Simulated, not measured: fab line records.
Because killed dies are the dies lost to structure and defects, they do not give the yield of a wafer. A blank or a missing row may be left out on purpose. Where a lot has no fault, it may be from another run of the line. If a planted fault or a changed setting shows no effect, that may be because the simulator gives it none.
fab line records	flow n5Finfet
record: lots: 24	wafers: 72	lastDay: 18
route steps=1938 shown FIN_SAQP@142 FIN_CUT@182 STI_FIN_REVEAL@191 DUMMY_GATE@214 SPACER0@260
lots that met no fault: taken from a fault-free run of the same line
startH: hours from the record's opening day to when the first of the lot's shown wafers began	waitH: hours since the lot's step before	" repeats the value in the row above	L1.1+2: several wafers, shown together as one row	- no value present, or no start provided	* or withheld: withheld	< > ~ a bound
route shown NAME@n: names a module that has steps shown in the file, with the first one's number in the route	usual: average and standard deviation across the fault-free wafers	same: alike in all rows	chamber/n: place in a boat	sites: per-site readings	_std_site: the standard deviation of these	_edge_site: mean of outer sites minus mean of inner sites	radiusMm: for every site, how far away it sits from the centre of the wafer	mask NAME#n: copy n	behind: the tool/chamber that last shaped the wafer	hold: the reason the lot was held/the length of the hold in hours/how it ended	device: transistor that didn't switch, given as n, p or np	end of line: the tests these same wafers got at the end of their route	a step given without rows: its recipe and nothing more	killed: at the first sort, the dies lost to defects and structure; wafer yield is something else	map: shows each die of a wafer: x if killed, . if not, _ if none is there
set.NAME: the setting that was run; set.NAME@STEP: the one run at that earlier step	model.NAME: the simulator's own value behind a step, which no gauge read
route steps across a sampled set of lots; one table per step, one row per wafer
services: a tool's chamber out of use, with start hour (startH, from the record's first day; less than 0 if before it), hours out, and reason
== steps ==
step: N5_FIN_SAQP_HM_OPEN_33
recipe: chemistry: CH3F/O2	target: SiNx	maskMaterial: SiO2	targetDepthA: 494	timeS: 70.6	pressureMtorr: 30	sourceW: 395	biasW: 73	Ar_flow_sccm: 150	CH3F_flow_sccm: 30	O2_flow_sccm: 20	ionEnergyEv: 120	ends: cleared
usual: biasW: 73.00/0.22	drypumpMotorCurrentA: 5.8/0.45	etchRfOnTimeS: 69.9/1.4	oesProductAu: 0.68/0.086	rfVppV: 299/5.9	showerheadPlenumPTorr: 2.02/0.068	throttleValvePct: 16.26/0.22
lot.wafer	tool	chamber	startH	waitH	biasW	drypumpMotorCurrentA	etchRfOnTimeS	oesProductAu	rfHoursCounterH	rfVppV	showerheadPlenumPTorr	throttleValvePct
L074.2	rieDiel-04	0	25.55	0.0	72.96	5.2	68.0	0.60	208	307	1.98	16.09
L074.3	"	2	"	"	73.10	5.7	68.8	0.62	190	299	1.98	16.42
L074.6	"	1	"	"	72.93	5.4	68.5	0.59	-	303	2.05	16.48
L075.1	rieDiel-04	0	31.48	0.0	72.55	5.2	70.2	0.59	211	307	1.97	16.10
L075.3	"	1	"	"	72.88	5.4	70.2	0.58	243	301	2.05	16.50
L075.5	"	3	"	"	72.87	6.5	71.6	0.64	-	299	2.07	16.26
L076.2	rieDiel-05	3	37.93	0.2	73.26	5.2	69.9	0.56	251	295	1.89	16.58
L076.5	"	3	"	"	72.83	5.2	71.3	0.56	-	294	1.89	16.59
L076.6	"	0	"	"	73.30	5.8	70.7	0.59	-	296	1.96	16.51
L077.2	rieDiel-02	2	44.12	0.0	73.37	6.2	70.1	0.75	32	289	2.11	15.97
L077.3	"	0	"	"	73.06	5.8	68.5	0.66	142	305	1.92	16.23
L077.6	"	2	"	"	73.24	6.2	70.5	0.76	-	289	2.11	15.97
L078.2	rieDiel-05	2	49.40	0.1	73.30	6.5	68.9	0.62	190	293	2.08	16.66
L078.3	"	3	"	"	72.75	5.2	71.8	0.55	256	294	1.89	16.60
L078.6	"	0	"	"	73.01	5.8	70.1	0.59	-	294	1.96	16.52
L079.1	rieDiel-02	2	55.20	0.0	72.90	6.2	70.7	0.74	36	290	2.11	15.96
L079.2	"	0	"	"	73.00	5.8	71.0	0.65	146	307	1.92	16.24
L079.5	"	2	"	"	73.16	6.2	72.4	0.74	-	289	2.11	15.97
L080.1	rieDiel-04	0	62.19	0.0	72.75	5.2	69.5	0.58	222	308	1.97	16.13
L080.4	"	2	"	"	72.96	5.8	69.5	0.62	-	299	1.98	16.44
L080.5	"	3	"	"	73.37	6.5	72.1	0.64	-	299	2.07	16.28
L081.3	rieDiel-05	2	67.13	0.0	73.00	6.5	70.4	0.61	199	293	2.08	16.66
L081.4	"	2	"	"	72.79	6.5	72.4	0.61	-	294	2.08	16.66
L081.6	"	1	"	"	73.32	5.6	68.9	0.82	-	296	1.96	16.18
L082.1	rieDiel-02	1	73.35	0.0	72.85	5.3	69.1	0.80	17	297	2.04	16.08
L082.2	"	3	"	"	72.97	5.7	69.5	0.60	238	307	2.05	16.32
L082.4	"	2	"	"	72.93	6.2	70.2	0.73	43	290	2.10	15.98
L083.1	rieDiel-04	3	79.63	0.0	73.27	6.5	68.5	0.65	165	299	2.07	16.30
L083.3	"	0	"	"	73.10	5.2	69.0	0.58	229	307	1.97	16.12
L083.5	"	2	"	"	73.20	5.8	68.8	0.62	-	298	1.98	16.46
L084.3	rieDiel-04	1	85.04	0.0	72.85	5.3	67.5	0.84	3	302	2.05	16.07
L084.4	"	3	"	"	72.91	6.5	70.0	0.64	166	300	2.07	16.30
L084.6	"	1	"	"	73.03	5.4	69.9	0.84	-	303	2.04	16.06
L085.3	rieDiel-05	3	91.58	0.0	73.09	5.2	67.7	0.83	4	299	2.14	16.14
L085.5	"	3	"	"	73.26	5.2	68.3	0.83	-	299	2.14	16.16
L085.6	"	2	"	"	72.98	6.6	71.3	0.61	-	293	2.07	16.68
L086.1	rieDiel-02	0	98.07	0.1	72.94	5.8	70.0	0.64	159	306	1.91	16.29
L086.3	"	1	"	"	73.13	5.3	69.4	0.77	24	299	2.03	16.09
L086.4	"	2	"	"	73.26	6.2	72.6	0.72	49	290	2.10	16.00
L087.3	rieDiel-04	2	104.47	0.0	72.42	5.7	68.0	0.61	216	299	1.97	16.48
L087.4	"	1	"	"	73.18	5.4	67.9	0.82	10	301	2.04	16.06
L087.5	"	2	"	"	72.84	5.8	69.8	0.61	-	300	1.97	16.47
L088.1	rieDiel-05	3	109.44	0.0	72.99	5.2	69.8	0.80	11	300	2.14	16.17
L088.3	"	0	"	"	73.59	5.8	66.9	0.83	3	295	1.96	16.07
L088.4	"	2	"	"	72.91	6.6	71.0	0.60	216	292	2.07	16.69
L089.2	rieDiel-05	2	117.50	0.1	72.97	6.5	69.8	0.60	219	294	2.07	16.69
L089.4	"	1	"	"	73.09	5.6	69.2	0.76	-	297	1.95	16.23
L089.5	"	3	"	"	72.93	5.2	69.2	0.79	-	298	2.13	16.15
L090.1	rieDiel-02	2	123.60	0.0	73.02	6.2	70.5	0.71	58	288	2.10	16.01
L090.3	"	0	"	"	73.25	5.8	70.0	0.63	169	306	1.91	16.29
L090.5	"	2	"	"	72.69	6.2	72.3	0.72	-	290	2.10	16.02
L091.3	rieDiel-02	0	127.36	0.0	72.81	5.8	69.8	0.64	170	308	1.91	16.30
L091.5	"	2	"	"	72.97	6.2	72.8	0.70	-	288	2.10	16.01
L091.6	"	0	"	"	72.93	5.8	71.9	0.63	-	306	1.91	16.28
L093.2	rieDiel-05	1	142.76	0.1	72.88	5.6	66.5	0.75	33	297	1.95	16.25
L093.4	"	2	"	"	72.90	6.6	71.3	0.59	228	292	2.07	16.71
L093.6	"	3	"	"	73.03	5.2	69.3	0.79	-	300	2.13	16.18
L092.1	rieDiel-05	1	143.33	0.0	73.00	5.7	68.2	0.75	34	295	1.95	16.27
L092.2	"	3	"	"	73.20	5.2	67.1	0.77	22	300	2.13	16.18
L092.3	"	0	"	"	73.18	5.8	68.2	0.79	14	295	1.95	16.08
L094.3	rieDiel-02	1	146.60	0.1	72.61	5.2	70.8	0.75	43	299	2.03	16.13
L094.5	"	1	"	"	72.77	5.2	70.9	0.75	-	298	2.03	16.16
L094.6	"	2	"	"	72.95	6.2	72.9	0.70	-	288	2.10	16.02
L095.1	rieDiel-02	1	151.51	0.1	73.15	5.2	69.1	0.75	45	298	2.03	16.12
L095.3	"	3	"	"	72.41	5.7	69.0	0.80	6	308	2.04	15.89
L095.6	"	0	"	"	72.66	5.8	71.7	0.62	-	307	1.91	16.32
L096.1	rieDiel-02	0	157.97	0.0	73.15	5.8	71.3	0.63	182	307	1.91	16.32
L096.4	"	1	"	"	73.04	5.2	69.6	0.74	47	296	2.03	16.13
L096.5	"	1	"	"	72.82	5.2	70.6	0.75	-	298	2.03	16.15
L097.1	rieDiel-02	0	163.61	0.0	72.93	5.8	70.4	0.63	185	308	1.91	16.32
L097.3	"	1	"	"	72.65	5.2	70.2	0.74	49	296	2.03	16.15
L097.6	"	1	"	"	72.76	5.3	70.9	0.73	-	295	2.03	16.14
step: N5_FIN_SAQP_HM_CD_35
recipe: targetCdNm: 8	polarity: line
usual: cdNm: 8.09/0.24
lot.wafer	tool	chamber	startH	waitH	cdNm
L074.2	cdSem-02	-	25.77	0.1	8.01
L074.3	"	-	"	"	8.38
L074.6	"	-	"	"	8.12
L075.1	cdSem-03	-	31.70	0.1	7.85
L075.3	"	-	"	"	8.45
L075.5	"	-	"	"	8.23
L076.2	cdSem-03	-	38.15	0.1	8.26
L076.5	"	-	"	"	8.02
L076.6	"	-	"	"	7.92
L077.2	cdSem-02	-	44.34	0.1	8.49
L077.3	"	-	"	"	8.46
L077.6	"	-	"	"	8.00
L078.2	cdSem-02	-	49.62	0.1	8.23
L078.3	"	-	"	"	8.08
L078.6	"	-	"	"	7.83
L079.1	cdSem-03	-	55.41	0.1	8.03
L079.2	"	-	"	"	8.11
L079.5	"	-	"	"	8.48
L080.1	cdSem-02	-	62.41	0.1	8.26
L080.4	"	-	"	"	7.94
L080.5	"	-	"	"	8.05
L081.3	cdSem-03	-	67.35	0.1	8.06
L081.4	"	-	"	"	8.06
L081.6	"	-	"	"	8.14
L082.1	cdSem-01	-	73.56	0.1	7.88
L082.2	"	-	"	"	8.26
L082.4	"	-	"	"	7.79
L083.1	cdSem-03	-	79.85	0.1	8.09
L083.3	"	-	"	"	8.03
L083.5	"	-	"	"	8.05
L084.3	cdSem-03	-	85.26	0.1	8.35
L084.4	"	-	"	"	8.37
L084.6	"	-	"	"	8.02
L085.3	cdSem-03	-	91.81	0.1	7.97
L085.5	"	-	"	"	8.39
L085.6	"	-	"	"	8.41
L086.1	cdSem-01	-	98.29	0.1	8.02
L086.3	"	-	"	"	7.65
L086.4	"	-	"	"	7.79
L087.3	cdSem-03	-	104.69	0.1	8.45
L087.4	"	-	"	"	7.98
L087.5	"	-	"	"	8.10
L088.1	cdSem-02	-	109.66	0.1	8.46
L088.3	"	-	"	"	7.95
L088.4	"	-	"	"	8.46
L089.2	cdSem-03	-	117.72	0.1	8.27
L089.4	"	-	"	"	7.98
L089.5	"	-	"	"	7.53
L090.1	cdSem-02	-	123.81	0.1	8.36
L090.3	"	-	"	"	8.34
L090.5	"	-	"	"	7.77
L091.3	cdSem-02	-	127.58	0.1	8.25
L091.5	"	-	"	"	8.03
L091.6	"	-	"	"	7.86
L093.2	cdSem-02	-	142.98	0.1	8.39
L093.4	"	-	"	"	8.12
L093.6	"	-	"	"	8.08
L092.1	cdSem-01	-	143.55	0.1	7.86
L092.2	"	-	"	"	8.01
L092.3	"	-	"	"	8.03
L094.3	cdSem-01	-	146.82	0.1	8.19
L094.5	"	-	"	"	8.01
L094.6	"	-	"	"	7.88
L095.1	cdSem-03	-	151.72	0.1	8.30
L095.3	"	-	"	"	8.44
L095.6	"	-	"	"	7.96
L096.1	cdSem-01	-	158.19	0.1	8.20
L096.4	"	-	"	"	8.09
L096.5	"	-	"	"	8.10
L097.1	cdSem-03	-	163.83	0.1	8.14
L097.3	"	-	"	"	7.88
L097.6	"	-	"	"	8.33
step: N5_FIN_CUT_INSPECT_17
recipe: inspectInstrument: brightfield	mode: aei
usual: rawDefectCount: 240/70
lot.wafer	tool	chamber	startH	waitH	rawDefectCount
L074.2	defectInspect-01	-	27.72	0.0	248
L074.3	"	-	"	"	219
L074.6	"	-	"	"	254
L075.1	defectInspect-02	-	33.48	0.0	310
L075.3	"	-	"	"	316
L075.5	"	-	"	"	257
L076.2	defectInspect-02	-	40.09	0.0	329
L076.5	"	-	"	"	309
L076.6	"	-	"	"	170
L077.2	defectInspect-02	-	46.12	0.0	231
L077.3	"	-	"	"	317
L077.6	"	-	"	"	309
L078.2	defectInspect-01	-	51.41	0.0	222
L078.3	"	-	"	"	249
L078.6	"	-	"	"	211
L079.1	defectInspect-02	-	57.09	0.0	248
L079.2	"	-	"	"	330
L079.5	"	-	"	"	257
L080.1	defectInspect-01	-	64.38	0.0	211
L080.4	"	-	"	"	233
L080.5	"	-	"	"	158
L081.3	defectInspect-02	-	69.08	0.0	332
L081.4	"	-	"	"	172
L081.6	"	-	"	"	201
L082.1	defectInspect-01	-	75.34	0.0	190
L082.2	"	-	"	"	191
L082.4	"	-	"	"	198
L083.1	defectInspect-01	-	81.51	0.0	238
L083.3	"	-	"	"	155
L083.5	"	-	"	"	313
L084.3	defectInspect-01	-	86.91	0.0	204
L084.4	"	-	"	"	187
L084.6	"	-	"	"	218
L085.3	defectInspect-01	-	93.64	0.0	214
L085.5	"	-	"	"	287
L085.6	"	-	"	"	236
L086.1	defectInspect-02	-	100.08	0.0	300
L086.3	"	-	"	"	566
L086.4	"	-	"	"	187
L087.3	defectInspect-01	-	106.50	0.0	238
L087.4	"	-	"	"	211
L087.5	"	-	"	"	190
L088.1	defectInspect-02	-	111.31	0.0	153
L088.3	"	-	"	"	146
L088.4	"	-	"	"	254
L089.2	defectInspect-02	-	120.13	0.0	241
L089.4	"	-	"	"	260
L089.5	"	-	"	"	294
L090.1	defectInspect-01	-	126.13	0.0	257
L090.3	"	-	"	"	377
L090.5	"	-	"	"	216
L091.3	defectInspect-02	-	129.50	0.0	203
L091.5	"	-	"	"	179
L091.6	"	-	"	"	184
L093.2	defectInspect-02	-	144.64	0.0	208
L093.4	"	-	"	"	155
L093.6	"	-	"	"	141
L092.1	defectInspect-02	-	145.56	0.0	197
L092.2	"	-	"	"	169
L092.3	"	-	"	"	247
L094.3	defectInspect-02	-	148.93	0.0	128
L094.5	"	-	"	"	185
L094.6	"	-	"	"	215
L095.1	defectInspect-01	-	153.39	0.0	302
L095.3	"	-	"	"	213
L095.6	"	-	"	"	280
L096.1	defectInspect-02	-	160.01	0.0	186
L096.4	"	-	"	"	230
L096.5	"	-	"	"	228
L097.1	defectInspect-01	-	165.63	0.0	156
L097.3	"	-	"	"	184
L097.6	"	-	"	"	165
step: N5_STI_FIN_REVEAL_STRIP_24
recipe: chemistry: N2/H2	timeS: 90	powerW: 100	tempC: 40	pressureMtorr: 100	rfFrequencyHz: 6e+07	biasPowerW: 3	n2FlowSccm: 300	h2FlowSccm: 300
usual: drypumpMotorCurrentA: 5.8/0.47	oesProductAu: 0.79/0.1	rfVppV: 45.4/0.84	showerheadPlenumPTorr: 3.41/0.11	throttleValvePct: 12.16/0.26
lot.wafer	tool	chamber	startH	waitH	drypumpMotorCurrentA	oesProductAu	rfHoursCounterH	rfVppV	showerheadPlenumPTorr	throttleValvePct
L074.2	rieDiel-04	0	33.43	0.0	5.2	0.70	212	45.8	3.33	11.98
L074.3	"	2	"	"	5.8	0.74	190	44.5	3.34	12.28
L074.6	"	3	"	"	6.5	0.76	-	46.0	3.50	12.15
L075.1	rieDiel-04	3	39.44	0.0	6.5	0.76	149	45.9	3.50	12.17
L075.3	"	2	"	"	5.8	0.74	192	46.1	3.34	12.27
L075.5	"	3	"	"	6.5	0.76	-	46.3	3.50	12.17
L076.2	rieDiel-04	0	46.75	0.0	5.2	0.69	216	45.1	3.32	12.03
L076.5	"	0	"	"	5.2	0.69	-	46.5	3.32	12.01
L076.6	"	1	"	"	5.4	0.69	-	46.5	3.47	12.44
L077.2	rieDiel-02	3	52.06	0.0	5.7	0.72	232	45.0	3.47	12.31
L077.3	"	1	"	"	5.3	0.95	10	45.2	3.47	11.96
L077.6	"	1	"	"	5.3	0.95	-	45.5	3.46	11.95
L078.2	rieDiel-05	2	57.72	0.0	6.6	0.73	195	44.8	3.52	12.60
L078.3	"	3	"	"	5.2	0.64	261	45.0	3.20	12.58
L078.6	"	3	"	"	5.2	0.65	-	43.5	3.20	12.55
L079.1	rieDiel-05	2	63.06	0.0	6.6	0.73	197	45.3	3.52	12.61
L079.2	"	1	"	"	5.7	0.96	1	45.4	3.32	11.99
L079.5	"	2	"	"	6.6	0.72	-	45.1	3.52	12.60
L080.1	rieDiel-04	2	70.44	0.0	5.8	0.72	203	44.7	3.34	12.32
L080.4	"	2	"	"	5.8	0.72	-	45.0	3.34	12.31
L080.5	"	0	"	"	5.2	0.68	-	46.6	3.32	12.04
L081.3	rieDiel-04	3	74.78	0.0	6.5	0.74	162	46.3	3.50	12.19
L081.4	"	3	"	"	6.5	0.74	-	45.4	3.49	12.21
L081.6	"	2	"	"	5.8	0.71	-	45.5	3.33	12.31
L082.1	rieDiel-05	1	81.08	0.0	5.7	0.93	10	46.4	3.32	12.01
L082.2	"	2	"	"	6.6	0.71	205	44.6	3.51	12.64
L082.4	"	2	"	"	6.6	0.72	-	45.6	3.51	12.62
L083.1	rieDiel-04	1	87.23	0.0	5.4	0.98	4	45.9	3.47	11.83
L083.3	"	2	"	"	5.8	0.71	210	43.4	3.33	12.33
L083.5	"	1	"	"	5.4	0.97	-	44.8	3.47	11.85
L084.3	rieDiel-04	2	92.62	0.0	5.8	0.72	212	45.4	3.33	12.33
L084.4	"	1	"	"	5.4	0.97	6	45.6	3.46	11.85
L084.6	"	2	"	"	5.8	0.72	-	45.4	3.33	12.33
L085.3	rieDiel-04	0	99.35	0.0	5.2	0.68	236	45.3	3.31	12.07
L085.5	"	2	"	"	5.8	0.71	-	44.8	3.33	12.36
L085.6	"	1	"	"	5.4	0.96	-	44.5	3.46	11.85
L086.1	rieDiel-02	3	106.31	0.0	5.7	0.70	248	45.7	3.46	12.37
L086.3	"	2	"	"	6.2	0.84	52	45.5	3.55	11.82
L086.4	"	1	"	"	5.3	0.90	27	45.1	3.46	12.02
L087.3	rieDiel-05	2	112.22	0.0	6.6	0.71	217	46.0	3.51	12.65
L087.4	"	1	"	"	5.6	0.89	22	45.8	3.31	12.04
L087.5	"	0	"	"	5.8	0.97	-	45.0	3.33	11.95
L088.1	rieDiel-05	1	117.06	0.0	5.7	0.89	24	46.2	3.31	12.07
L088.3	"	3	"	"	5.2	0.93	13	44.7	3.61	11.92
L088.4	"	2	"	"	6.6	0.71	-	45.6	3.51	12.66
L089.2	rieDiel-05	2	126.39	0.0	6.6	0.70	222	46.1	3.50	12.66
L089.4	"	3	"	"	5.2	0.92	16	44.5	3.60	11.94
L089.5	"	1	"	"	5.7	0.88	-	45.7	3.31	12.05
L090.1	rieDiel-04	2	131.83	0.0	5.8	0.71	223	45.0	3.33	12.37
L090.3	"	0	"	"	5.3	0.66	246	45.6	3.31	12.08
L090.5	"	1	"	"	5.4	0.93	-	44.1	3.46	11.89
L091.3	rieDiel-05	0	135.31	0.0	5.8	0.95	11	45.3	3.32	11.97
L091.5	"	2	"	"	6.6	0.70	-	47.5	3.50	12.69
L091.6	"	3	"	"	5.2	0.92	-	45.7	3.60	11.95
L093.2	rieDiel-05	2	150.35	0.0	6.5	0.70	231	45.2	3.50	12.70
L093.4	"	1	"	"	5.7	0.87	36	45.7	3.30	12.10
L093.6	"	3	"	"	5.2	0.90	-	46.9	3.60	11.96
L092.1	rieDiel-04	1	152.92	0.0	5.3	0.92	26	45.8	3.45	11.90
L092.2	"	2	"	"	5.8	0.70	232	45.5	3.32	12.39
L092.3	"	3	"	"	6.5	0.73	189	44.4	3.48	12.26
L094.3	rieDiel-02	1	154.82	0.0	5.3	0.86	46	45.1	3.44	12.05
L094.5	"	1	"	"	5.3	0.87	-	45.1	3.44	12.04
L094.6	"	2	"	"	6.2	0.82	-	46.7	3.54	11.89
L095.1	rieDiel-02	3	159.17	0.0	5.7	0.94	9	44.3	3.45	11.75
L095.3	"	0	"	"	5.8	0.72	183	45.9	3.22	12.24
L095.6	"	1	"	"	5.3	0.86	-	45.2	3.44	12.05
L096.1	rieDiel-02	2	165.93	0.0	6.2	0.81	74	45.4	3.54	11.88
L096.4	"	3	"	"	5.7	0.92	12	45.8	3.45	11.75
L096.5	"	3	"	"	5.7	0.93	-	46.3	3.45	11.77
L097.1	rieDiel-05	3	171.43	0.0	5.2	0.89	32	44.8	3.60	11.98
L097.3	"	2	"	"	6.6	0.69	239	46.8	3.49	12.73
L097.6	"	3	"	"	5.2	0.88	-	46.9	3.60	11.98
step: N5_DUMMY_GATE_ALD_02
recipe: material: SiO2	targetThkA: 20	tempC: 300	aldPrecursorFamily: BDEAS	aldCoReactant: O2-plasma	pulseTimeS: 1	pressureTorr: 2
usual: heaterPowerW: 436/39	precursorPulseHeightRel: 1.001/0.021	susceptorTempC: 299.98/0.18
lot.wafer	tool	chamber	startH	waitH	heaterPowerW	precursorPulseHeightRel	susceptorTempC
L074.2	aldSin-02	1	37.05	0.0	403	1.030	300.27
L074.3	"	3	"	"	437	1.043	299.82
L074.6	"	1	"	"	390	0.974	300.20
L075.1	aldSin-04	0	42.54	0.0	366	1.023	299.99
L075.3	"	2	"	"	422	0.994	300.26
L075.5	"	0	"	"	359	1.000	299.84
L076.2	aldSin-03	3	51.29	1.1	431	0.994	299.90
L076.5	"	0	"	"	527	1.000	300.20
L076.6	"	3	"	"	428	0.996	300.05
L077.2	aldSin-02	3	55.39	0.0	434	1.044	299.97
L077.3	"	0	"	"	436	1.032	299.88
L077.6	"	0	"	"	433	0.976	299.82
L078.2	aldSin-04	3	60.86	0.0	441	1.002	299.94
L078.3	"	2	"	"	433	1.028	300.20
L078.6	"	3	"	"	446	0.984	300.11
L079.1	aldSin-03	2	66.16	0.0	500	0.987	299.70
L079.2	"	0	"	"	531	0.997	300.14
L079.5	"	1	"	"	449	1.013	300.00
L080.1	aldSin-02	3	73.54	0.0	439	0.972	300.04
L080.4	"	2	"	"	449	1.012	299.60
L080.5	"	2	"	"	454	0.987	299.67
L081.3	aldSin-03	1	78.00	0.0	445	1.016	300.35
L081.4	"	0	"	"	540	0.971	300.27
L081.6	"	1	"	"	442	1.019	300.17
L082.1	aldSin-03	2	84.18	0.0	495	0.968	300.15
L082.2	"	0	"	"	537	1.038	300.16
L082.4	"	1	"	"	447	0.990	300.09
L083.1	aldSin-04	1	90.94	0.6	463	0.975	299.84
L083.3	"	0	"	"	372	0.986	299.98
L083.5	"	1	"	"	436	0.983	300.21
L084.3	aldSin-04	2	96.18	0.5	428	1.017	300.02
L084.4	"	1	"	"	446	1.000	300.24
L084.6	"	0	"	"	366	0.994	299.83
L085.3	aldSin-02	2	102.59	0.1	407	0.999	299.98
L085.5	"	2	"	"	405	1.002	299.97
L085.6	"	1	"	"	405	1.031	300.06
L086.1	aldSin-02	0	109.41	0.0	450	0.993	299.57
L086.3	"	2	"	"	411	0.994	299.97
L086.4	"	3	"	"	433	0.996	299.96
L087.3	aldSin-02	1	115.33	0.0	418	1.019	300.10
L087.4	"	2	"	"	399	0.965	300.24
L087.5	"	3	"	"	431	0.989	300.32
L088.1	aldSin-02	3	120.26	0.1	426	1.002	299.92
L088.3	"	1	"	"	421	0.979	299.71
L088.4	"	0	"	"	443	1.006	300.05
L089.2	aldSin-04	1	129.55	0.0	466	0.979	300.01
L089.4	"	3	"	"	446	0.982	299.73
L089.5	"	2	"	"	427	1.039	300.18
L090.1	aldSin-02	1	134.99	0.0	417	1.001	300.19
L090.3	"	2	"	"	403	0.981	300.08
L090.5	"	3	"	"	426	1.010	299.89
L091.3	aldSin-02	1	141.40	1.4	410	1.014	299.94
L091.5	"	2	"	"	406	1.035	300.26
L091.6	"	1	"	"	415	1.052	299.79
L093.2	aldSin-03	1	153.44	0.0	452	0.991	300.02
L093.4	"	3	"	"	432	1.013	300.00
L093.6	"	1	"	"	453	0.978	300.15
L092.1	aldSin-02	1	156.15	0.1	414	0.984	299.92
L092.2	"	0	"	"	435	1.016	300.00
L092.3	"	2	"	"	414	0.998	300.18
L094.3	aldSin-04	2	157.92	0.0	413	1.014	300.30
L094.5	"	3	"	"	449	1.003	300.27
L094.6	"	2	"	"	424	1.012	299.91
L095.1	aldSin-04	0	162.35	0.0	377	1.053	299.88
L095.3	"	3	"	"	433	1.009	299.76
L095.6	"	1	"	"	463	1.002	300.13
L096.1	aldSin-03	2	169.30	0.0	499	0.979	299.96
L096.4	"	1	"	"	437	1.004	299.64
L096.5	"	2	"	"	504	0.992	299.84
L097.1	aldSin-02	0	174.91	0.0	431	1.009	299.67
L097.3	"	1	"	"	407	0.982	299.73
L097.6	"	0	"	"	442	1.008	300.08
step: N5_SPACER0_ALD_08
recipe: material: SiNx	targetThkA: 20	tempC: 400	aldPrecursorFamily: SiH2I2	aldCoReactant: N2/H2-plasma	pressureTorr: 2
usual: heaterPowerW: 815/81	susceptorTempC: 400.00/0.22
lot.wafer	tool	chamber	startH	waitH	heaterPowerW	susceptorTempC
L074.2	aldSin-02	3	47.64	0.1	783	400.02
L074.3	"	1	"	"	707	399.76
L074.6	"	1	"	"	713	399.99
L075.1	aldSin-01	1	52.77	0.1	849	399.96
L075.3	"	0	"	"	697	399.68
L075.5	"	0	"	"	698	399.74
L076.2	aldSin-03	2	61.61	0.1	889	399.79
L076.5	"	2	"	"	888	399.72
L076.6	"	1	"	"	797	400.08
L077.2	aldSin-03	0	65.84	0.1	943	400.05
L077.3	"	3	"	"	763	400.14
L077.6	"	2	"	"	906	399.88
L078.2	aldSin-03	1	71.20	0.1	803	399.81
L078.3	"	0	"	"	938	399.95
L078.6	"	1	"	"	793	399.72
L079.1	aldSin-02	2	78.37	0.1	776	399.79
L079.2	"	3	"	"	790	399.94
L079.5	"	1	"	"	704	399.79
L080.1	aldSin-01	2	87.27	0.1	859	399.82
L080.4	"	0	"	"	710	399.66
L080.5	"	3	"	"	914	400.25
L081.3	aldSin-01	1	92.29	0.1	871	400.21
L081.4	"	3	"	"	897	400.27
L081.6	"	2	"	"	882	400.18
L082.1	aldSin-01	3	95.29	0.1	920	400.26
L082.2	"	2	"	"	883	400.06
L082.4	"	0	"	"	711	400.12
L083.1	aldSin-03	1	102.48	0.1	805	399.96
L083.3	"	3	"	"	752	400.17
L083.5	"	3	"	"	763	400.11
L084.3	aldSin-03	1	106.53	0.1	787	399.90
L084.4	"	0	"	"	954	400.05
L084.6	"	3	"	"	764	400.07
L085.3	aldSin-01	1	112.84	0.1	858	399.77
L085.5	"	1	"	"	848	400.10
L085.6	"	2	"	"	897	400.26
L086.1	aldSin-01	1	120.59	0.1	849	399.63
L086.3	"	0	"	"	693	400.14
L086.4	"	3	"	"	909	400.00
L087.3	aldSin-03	1	125.54	0.1	829	400.16
L087.4	"	1	"	"	789	399.98
L087.5	"	2	"	"	910	400.26
L088.1	aldSin-01	1	131.49	0.1	837	399.84
L088.3	"	3	"	"	917	400.18
L088.4	"	2	"	"	874	400.21
L089.2	aldSin-02	3	139.89	0.1	741	399.87
L089.4	"	0	"	"	785	399.78
L089.5	"	2	"	"	725	400.20
L090.1	aldSin-02	3	145.67	0.1	777	399.79
L090.3	"	0	"	"	754	399.99
L090.5	"	1	"	"	718	400.38
L091.3	aldSin-02	1	151.93	0.1	754	400.10
L091.5	"	3	"	"	748	400.05
L091.6	"	2	"	"	727	400.41
L093.2	aldSin-02	3	163.94	0.1	793	400.09
L093.4	"	1	"	"	733	399.77
L093.6	"	1	"	"	713	399.98
L092.1	aldSin-03	2	167.89	0.1	899	400.04
L092.2	"	3	"	"	747	399.85
L092.3	"	0	"	"	967	400.15
L094.3	aldSin-03	3	171.38	0.1	761	399.75
L094.5	"	0	"	"	943	399.68
L094.6	"	1	"	"	814	399.68
L095.1	aldSin-02	3	173.58	0.1	754	399.96
L095.3	"	2	"	"	724	399.75
L095.6	"	0	"	"	807	399.78
L096.1	aldSin-02	2	179.66	0.1	741	399.68
L096.4	"	0	"	"	773	399.90
L096.5	"	2	"	"	720	399.97
L097.1	aldSin-03	3	187.94	0.1	746	399.53
L097.3	"	1	"	"	795	399.91
L097.6	"	3	"	"	749	400.03
== services ==
tool	chamber	startH	hours	kind
rieDiel-05	0	12.48	17.1	repair
rieDiel-04	-	24.01	0.4	repair
aldSin-01	-	25.60	1.3	repair
rieDiel-04	2	26.31	5.6	repair
rieDiel-05	1	29.59	-	clean
rieDiel-05	1	29.59	-	consumableReplace:focusRing
rieDiel-05	1	29.59	31.8	scheduledDown
rieDiel-05	1	29.59	31.8	ventCycle
rieDiel-05	3	61.42	-	clean
rieDiel-02	3	63.35	3.5	repair
aldSin-02	-	85.25	14.0	pm
aldSin-02	0	85.25	14.0	ventCycle
aldSin-02	1	85.25	14.0	ventCycle
aldSin-02	2	85.25	14.0	ventCycle
aldSin-02	3	85.25	14.0	ventCycle
aldSin-01	1	92.58	4.3	repair
rieDiel-02	-	93.56	0.3	repair
aldSin-02	0	99.25	-	clean
aldSin-02	1	99.25	-	clean
aldSin-02	2	99.25	-	clean
aldSin-02	3	99.25	-	clean
aldSin-04	-	112.99	6.1	pm
rieDiel-04	2	165.46	6.9	repair
aldSin-01	-	178.05	14.0	pm
== key ==
fault none
